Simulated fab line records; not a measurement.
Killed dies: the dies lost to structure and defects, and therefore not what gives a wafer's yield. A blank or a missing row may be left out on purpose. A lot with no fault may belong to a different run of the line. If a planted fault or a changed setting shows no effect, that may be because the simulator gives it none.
Which tool was responsible? -- flow nand-harc -- Sampling: 14 lots, 42 wafers, 6 of 1159 route steps

WHAT THE GAUGES READ, wafer by wafer
NHARC_A_SOURCE_PLATE_THK_MEAS_06: measures by ellipsometry. Usual: 201.1 nm for thk-nm, sd 1.9.
lot,measured,on,thk-nm (nm),flag
L204,day 7 19:42,film-metro-02,202.6 200.8 200.8,
L205,day 8 00:32,film-metro-02,199.3 200.3 200.4,
L206,day 8 04:06,film-metro-01,201.6 201.3 201.2,
L207,day 8 12:19,film-metro-01,201.9 201.3 199.7,
L210,day 8 16:07,film-metro-01,199.8 199.4 197.7,
L209,day 8 16:07,film-metro-02,199.1 201.0 196.7,
L212,day 9 04:29,film-metro-01,198.7 201.4 197.7,
L215,day 10 04:59,film-metro-02,199.6 204.1 202.4,
L219,day 11 13:13,film-metro-01,199.5 198.3 199.2,
L221,day 11 21:33,film-metro-02,201.2 202.0 201.6,
L222,day 11 21:33,film-metro-01,202.6 202.4 204.4,
L223,day 12 07:22,film-metro-01,204.9 204.4 204.1,
L225,day 13 00:11,film-metro-02,199.0 201.5 199.3,
L227,day 13 15:40,film-metro-02,202.3 204.8 206.1,

NHARC_A_ONON_D1_THK_MEAS_08: measures by ellipsometry. Usual: 998 nm for thk-nm, sd 10.
lot,measured,on,thk-nm (nm),flag
L204,day 7 21:31,film-metro-01,996 994 993,
L205,day 8 02:21,film-metro-01,1009 1008 1010,
L206,day 8 05:55,film-metro-02,994 995 996,
L207,day 8 14:05,film-metro-01,1010 1011 1011,
L210,day 8 17:53,film-metro-01,1011 1011 1012,
L209,day 8 17:53,film-metro-02,998 997 997,
L212,day 9 06:15,film-metro-02,986 987 988,
L215,day 10 06:46,film-metro-01,1021 1021 1022,
L219,day 11 14:59,film-metro-01,1557 1555 1556 1556 1558 1557,OFF
L221,day 11 23:19,film-metro-02,1562 1561 1563 1563 1562 1564,OFF
L222,day 11 23:34,film-metro-02,1011 1010 1010,
L223,day 12 09:10,film-metro-02,1001 1001 1003,
L225,day 13 01:58,film-metro-01,1002 1001 1001,
L227,day 13 17:26,film-metro-02,996 994 994,

NHARC_A_ONON_D1_THK_MEAS_11: measures by ellipsometry. Usual: 999 nm for thk-nm, sd 9.5.
lot,measured,on,thk-nm (nm),flag
L204,day 7 22:04,film-metro-02,999 997 1000,
L205,day 8 02:55,film-metro-02,994 993 992,
L206,day 8 06:28,film-metro-01,998 997 997,
L207,day 8 14:39,film-metro-02,1005 1004 1006,
L210,day 8 18:27,film-metro-01,1002 1001 1004,
L209,day 8 18:26,film-metro-01,995 994 994,
L212,day 9 06:49,film-metro-01,989 988 987,
L215,day 10 07:20,film-metro-02,1002 1000 1000,
L222,day 12 00:07,film-metro-01,995 998 998,
L223,day 12 09:44,film-metro-02,996 996 994,
L225,day 13 02:32,film-metro-02,1000 998 1000,
L227,day 13 17:59,film-metro-02,1017 1015 1014,

NHARC_A_ONON_D1_THK_MEAS_34: measures by ellipsometry. Usual: 199.7 nm for thk-nm, sd 2.9.
lot,measured,on,thk-nm (nm),flag
L204,day 8 11:45,film-metro-02,198.7 199.5 204.3,
L205,day 8 11:51,film-metro-02,199.9 197.5 194.7,
L206,day 8 16:52,film-metro-01,200.3 200.5 205.2,
L207,day 9 01:02,film-metro-02,195.3 202.0 200.9,
L210,day 9 04:57,film-metro-02,200.2 202.6 200.0,
L209,day 9 04:53,film-metro-01,201.9 203.1 204.5,
L212,day 9 17:15,film-metro-01,200.1 201.9 201.0,
L215,day 10 17:46,film-metro-02,194.7 200.1 202.7,
L222,day 12 10:33,film-metro-01,195.1 196.4 200.7,
L223,day 12 21:04,film-metro-01,199.2 199.6 202.4,
L225,day 13 15:03,film-metro-02,198.1 197.0 199.2,
L227,day 14 04:32,film-metro-02,195.6 200.9 201.4,

NHARC_END_SORT_01. Usual: defect-limited-yield 96.2 %, standard deviation 1.3; killed-at-array 21, standard deviation 8.9; killed-at-other 0.8, standard deviation 1.3; killed-at-periphery 3.6, standard deviation 2.4; killed-dies 26, standard deviation 8.9; killed-open 3.1, standard deviation 1.8; killed-short 1.9, standard deviation 1.3; sort_bin_2_pct 1.2 %, standard deviation 0.54; sort_bin_3_pct 0.21 %, standard deviation 0.17; sort_bin_4_pct 2.4 %, standard deviation 0.91; sort-n-pass 651, standard deviation 8.9; sort-rim-yield-pct 95.0 %, standard deviation 2.8; sort-yield-pct 96.2 %, standard deviation 1.3.
lot,measured,on,defect-limited-yield (%),killed-at-array,killed-at-other,killed-at-periphery,killed-dies,killed-open,killed-short,sort_bin_2_pct (%),sort_bin_3_pct (%),sort_bin_4_pct (%),sort-n-pass,sort-rim-yield-pct (%),sort-yield-pct (%),flag
L206,day 19 14:56,prober-02,96.8 96.6 97.5,17 18 16,1 2 0,4 3 1,22 23 17,4 5 2,0 3 0,1.2 1.0 0.9,0.30 0.15 0.15,1.8 2.2 1.5,655 654 660,94.3 97.2 94.3,96.8 96.6 97.5,
L209,day 20 09:10,prober-02,95.1 94.5 95.3,32 37 29,1 0 0,0 0 3,33 37 32,2 1 2,0 1 2,1.2 2.1 1.8,0.15 0.30 0,3.5 3.1 3.0,644 640 645,92.5 95.3 92.5,95.1 94.5 95.3,
L212,day 21 05:49,prober-02,91.4 93.2 93.8,47 37 35,1 0 1,10 9 6,58 46 42,11 3 4,5 3 0,3.8 2.1 1.3,0.30 0.30 0,4.4 4.4 4.9,619 631 635,86.8 88.7 91.5,91.4 93.2 93.8,
L222,day 23 23:53,prober-01,96.2 95.6 96.6,22 28 20,0 0 0,4 2 3,26 30 23,5 3 1,1 2 3,1.3 1.5 0.9,0.59 0.15 0.15,1.9 2.8 2.4,651 647 654,93.4 99.1 96.2,96.2 95.6 96.6,
L225,day 24 08:28,prober-01,97.0 97.5 97.5,14 13 15,0 1 1,6 3 1,20 17 17,5 2 2,2 3 3,0.9 1.2 0.4,0.15 0.15 0,1.9 1.2 2.1,657 660 660,94.3 98.1 96.2,97.0 97.5 97.5,

WHICH TOOL RAN EACH LOT (tool, then ch and the chambers of the sampled wafers, then the start)
lot,NHARC_A_ONON_D1_DEP_06
L204,"pecvd-onon-02 ch 0, day 7 21:04"
L205,"pecvd-onon-02 ch 0, day 8 01:53"
L206,"pecvd-onon-01 ch 0, day 8 05:27"
L207,"pecvd-onon-02 ch 0, day 8 13:38"
L210,"pecvd-onon-01 ch 0, day 8 17:26"
L209,"pecvd-onon-03 ch 0, day 8 17:29"
L212,"pecvd-onon-03 ch 0, day 9 05:48"
L215,"pecvd-onon-01 ch 0, day 10 06:19"
L219,"pecvd-onon-01 ch 0, day 11 14:29"
L221,"pecvd-onon-01 ch 0, day 11 22:52"
L222,"pecvd-onon-02 ch 0, day 11 23:06"
L223,"pecvd-onon-03 ch 0, day 12 08:43"
L225,"pecvd-onon-03 ch 0, day 13 01:27"
L227,"pecvd-onon-03 ch 0, day 13 16:59"
- NHARC_A_ONON_D1_DEP_06: target thk 1000 nm.

WHAT THE TOOLS THEMSELVES READ (means of the sampled wafers that have a number; where no wafer has one, the mark that the record gives instead)
NHARC_A_ONON_D1_DEP_06. Usual: n2-flow-sccm 2749 sccm, standard deviation 8.6; n2o-flow-sccm 2000 sccm, standard deviation 5.7.
lot,tool,n2-flow-sccm (sccm),n2o-flow-sccm (sccm),flag
L204,pecvd-onon-02,2748,2001,
L205,pecvd-onon-02,2756,2000,
L206,pecvd-onon-01,2748,1997,
L207,pecvd-onon-02,2754,2002,
L210,pecvd-onon-01,2756,1995,
L209,pecvd-onon-03,2740,2005,
L212,pecvd-onon-03,2753,1997,
L215,pecvd-onon-01,2746,1995,
L219,pecvd-onon-01,2748,2003,
L221,pecvd-onon-01,2748,2001,
L222,pecvd-onon-02,2734,1996,
L223,pecvd-onon-03,2749,2000,
L225,pecvd-onon-03,2739,1992,
L227,pecvd-onon-03,2747,2006,

THE ANSWER, worked out from the rows above alone
Rule: a lot is off if the mean of its wafers that have a number lies more than 3 standard deviations from the usual mean. Also off: a lot with no number at a reading for which 4 or more lots have one. All remaining lots with rows at the step are treated as sound. First the gauges in route order, then the tools' own readings, where a lot's mean is used as printed above. At the first step where some lot is off, the reading lying furthest off is the one used; lots without a number count as furthest.
Off at NHARC_A_ONON_D1_THK_MEAS_08 (thk-nm): L219, L221.
A tool fits if, at a process step before that reading, it ran every lot that is off, and no sound lot after the first of them. The gauges at NHARC_A_ONON_D1_THK_MEAS_08 are tried like those tools. One fits: NHARC_A_ONON_D1_DEP_06 on pecvd-onon-01. A fault onset in the window from L215 (day 10 06:19, its last sound lot) to L219 (day 11 14:29, its first lot off) fits.

WHAT THE SIMULATOR HAD INSERTED
pecvd-onon-01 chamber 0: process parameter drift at NHARC_A_ONON_D1_DEP_06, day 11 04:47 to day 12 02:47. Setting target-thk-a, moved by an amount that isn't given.
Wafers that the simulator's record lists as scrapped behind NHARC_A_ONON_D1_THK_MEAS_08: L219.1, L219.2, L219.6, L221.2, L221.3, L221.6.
Shown lots that were struck: L219, L221. This agrees with what the rule above found.
